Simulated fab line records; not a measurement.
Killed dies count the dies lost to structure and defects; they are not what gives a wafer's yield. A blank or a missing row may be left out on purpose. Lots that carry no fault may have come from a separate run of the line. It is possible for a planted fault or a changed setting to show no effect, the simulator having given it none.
Matching of chambers | flow nand-harc | NHARC_P_GATE_STRIP_108 on rie-diel-07: 4 sister chambers
The step strips in O2. 4 wafers are shown with their chamber, then 8 later ones without.

## WAFERS, EACH WITH ITS CHAMBER
wafer  | chamber | showerhead-plenum-p-Torr (Torr)
L447.1 | 3       | 3.38
L446.4 | 2       | 3.38
L446.6 | 1       | 3.78
L448.1 | 0       | 3.60

## WAFERS WHOSE CHAMBER IS MISSING
wafer  | showerhead-plenum-p-Torr (Torr)
L448.4 | 3.38
L448.6 | 3.38
L449.2 | 3.38
L449.3 | 3.38
L449.6 | 3.77
L450.2 | 3.77
L450.4 | 3.38
L450.6 | 3.60

## CHAMBER TAKEN BY EACH
wafer  | from the rows above     | in truth
L448.4 | can't be placed: 2 or 3 | 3
L448.6 | can't be placed: 2 or 3 | 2
L449.2 | can't be placed: 2 or 3 | 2
L449.3 | can't be placed: 2 or 3 | 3
L449.6 | 1                       | 1
L450.2 | 1                       | 1
L450.4 | can't be placed: 2 or 3 | 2
L450.6 | 0                       | 0
Placed correctly: 3 of 8. From these rows, 5 cannot be placed; in 5 the true chamber is one of the candidates. Wrongly placed: 0.
How it was worked out, from the rows above alone: a wafer's distance from a chamber is the root of the sum, over the readings, of the square of ((its reading less the chamber's mean) divided by the reading's scatter). If the next closest chamber is less than 2 further off than the closest, the wafer can't be placed; otherwise it belongs to the closest. For every chamber, the mean is computed from those of its wafers that are shown. The scatter: with one shown wafer a chamber, the root of the mean of the squares of how far each hidden wafer lies from its nearest shown one.
